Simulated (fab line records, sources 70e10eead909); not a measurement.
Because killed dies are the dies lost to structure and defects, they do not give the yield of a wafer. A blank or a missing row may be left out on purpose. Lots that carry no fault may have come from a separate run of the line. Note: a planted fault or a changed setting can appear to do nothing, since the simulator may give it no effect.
A struck lot beside a sound one -- flow nand_harc -- 36 steps out of a route of 1302
Sound: these wafers, L986.3, L986.5, L986.6. Struck: wafer L982.6 (L982.2, L982.4, from the same lot, were not struck and are left out); the cause is given at the end.
At each step with rows: each side's tool, then ch and its chambers, then its first start. Under that, the readings that differ: sound wafers -- struck wafers -- difference of the means -- sigmas: that difference in standard deviations of wafers without a fault.
alike: same words and numbers on both sides, and readings whose means sit less than 2 such deviations apart. not compared: any withheld reading, any reading some wafer has no value for, any bound like >300 that may hide the same value, and any number with overlapping values for which the record gives no deviation.
A row with sigmas, a row that says differs or no value, or rows on one side alone: a step with any of these is where the two part. Numbers that don't overlap but have no deviation are shown without sigmas and don't part them. A reading missing from all wafers of one side parts the sides only when that side holds two or more wafers.

first, 6 steps without rows for these wafers: NHARC_A_WL_FILL_STRIP_28 (strips in post etch residue remover, time 1200 s); NHARC_A_WL_FILL_PRECLEAN_06 (cleans in DIW, time 300 s); NHARC_A_WL_FILL_SRD_07; NHARC_A_WL_FILL_ANNEAL_08 (time 1800 s); NHARC_A_WL_FILL_ALD_10 (deposits SiO2, target thk 50 nm, pulse time 10 s, ald cycles 500); NHARC_A_WL_FILL_ETCHBACK_16 (etches the open film in C4F8/O2/Ar, target depth 120 nm, time 24 s).
NHARC_A_WL_FILL_STRIP_29: strips in O2, time 20 s.
  sound on rie_diel-07 ch 1,2, day 25 20:18; struck on rie_diel-13 ch 3, day 26 13:32
  alike: drypump_motor_current_A, oes_product_au, rf_vpp_V, showerhead_plenum_p_Torr, throttle_valve_pct
  not compared: rf_hours_counter_h
NHARC_A_WL_FILL_ETCHBACK_17: etches the open film in Cl2/BCl3, target depth 4 nm, time 26.7 s.
  sound on rie_metal-02 ch 0,1, day 25 20:26; struck on rie_metal-01 ch 1, day 26 13:38
  alike: drypump_motor_current_A, oes_product_au
  not compared: rf_hours_counter_h
then, 3 steps without rows for these wafers: NHARC_A_WL_FILL_PRECLEAN_18 (cleans in dHF, time 30 s); NHARC_A_WL_FILL_SRD_21; NHARC_A_WL_FILL_CVD_23 (deposits poly-Si, target thk 40 nm, time 800 s).
NHARC_A_WL_FILL_ETCHBACK_26: etches the open film in HBr, target depth 52 nm, time 13.3 s.
  sound on rie_si-01 ch 0,2,3, day 26 01:33; struck on rie_si-05 ch 2, day 26 18:46
reading,sound,struck,difference,sigmas
throttle_valve_pct (%),23.249 23.244 23.262,23.276,+0.024,+3
  alike: bias_w, drypump_motor_current_A, oes_product_au
  not compared: rf_hours_counter_h
then, 3 steps without rows for these wafers: NHARC_A_WL_FILL_PRECLEAN_30 (cleans in dHF, time 10 s); NHARC_A_WL_FILL_SRD_14; NHARC_A_WL_FILL_ALD_19 (deposits TiN, target thk 2 nm, pulse time 3 s, ald cycles 100).
NHARC_A_WL_FILL_CVD_20: deposits W, target thk 100 nm, time 74 s.
  sound: cvd_w-01 ch 0,1; struck: cvd_w-02 ch 1
reading,sound,struck,difference,sigmas
heater_power_w (W),818 836 830,961,+133,+3
  alike: mfc_h2_sccm, throttle_valve_pct
NHARC_A_WL_FILL_CMP_12: polishes, t overpolish 30 s, target thk 100 nm.
  sound on cmp-03 ch 2,3, day 26 02:12; struck on cmp-04 ch 3, day 26 19:23
reading,sound,struck,difference,sigmas
motor_current_A (A),9.3 9.7 10.9,13.9,+3.9,+3
  alike: overpolish_run_s, time_to_endpoint_s
next, for these wafers, 1 step has no rows: NHARC_A_WL_FILL_SRD_31.
NHARC_A_CONTACT_DEP_24: deposits SiO2, target thk 500 nm.
  sound on pecvd-04 ch 0,1,2, day 26 02:43; struck on pecvd-03 ch 1, day 26 20:00
  alike: flow_sccm, heater_power_w, showerhead_vpp_V, throttle_valve_pct
then, 12 steps without rows for these wafers: NHARC_A_CONTACT_DEP_28 (deposits aC, target thk 7000 nm); NHARC_A_CONTACT_DEP_29 (deposits SiON, target thk 100 nm); NHARC_A_CONTACT_DEHYDRATE_32 (time 120 s); NHARC_A_CONTACT_HMDS_33 (time 30 s); NHARC_A_CONTACT_COAT_34 (time 75 s); NHARC_A_CONTACT_COAT_35 (time 65 s); NHARC_A_CONTACT_COAT_36 (resist thk 90 nm); NHARC_A_CONTACT_SOFTBAKE_37 (time 55 s); NHARC_A_CONTACT_EBR_38; NHARC_A_CONTACT_EXPOSE_39 (exposes mask A CC 3); NHARC_A_CONTACT_PEB_40 (peb time 65 s); NHARC_A_CONTACT_DEVELOP_41 (develop time 35 s).
NHARC_A_CONTACT_CD_MEAS_42 targets a cd of 300 nm.
  sound on cd_sem-02 ch 0, day 26 17:29; struck on cd_sem-02 ch 0, day 27 05:56
reading,sound,struck,difference,sigmas
cd_nm (nm),300.5 300.3 300.4,299.3,-1.1,-2
NHARC_A_CONTACT_OVL_MEAS_43:
  sound: overlay-02 at day 26 17:34; struck: overlay-02 at day 27 06:02
reading,sound,struck,difference,sigmas
overlay_y_nm (nm),-0.9 -1.2 -1.2,1.5,+2.6,+3
  alike: overlay_x_nm
then, 2 steps without rows for these wafers: NHARC_A_CONTACT_DESCUM_47 (chemistry O2, time 3 s); NHARC_A_CONTACT_ETCH_48 (etches the open film in CF4, target depth 39 nm, time 65 s).
-- the record jumps here: 4 days lie between the struck wafers' starts before and after (it left off in module A_CONTACT and takes up again in module END, whose first step shown is number 1302 of the route) --
NHARC_END_SORT_01:
  only the struck wafers appear in the record here, on prober-02 ch 0 at day 31 04:20; the sound ones have no rows

== WHERE THEY PART ==
Last at NHARC_END_SORT_01 as far as this record goes, first at NHARC_A_WL_FILL_ETCHBACK_26.

WHY: whatever the simulator had introduced
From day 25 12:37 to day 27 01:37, rie_si-05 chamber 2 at NHARC_A_WL_FILL_ETCHBACK_26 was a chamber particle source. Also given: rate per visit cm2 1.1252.
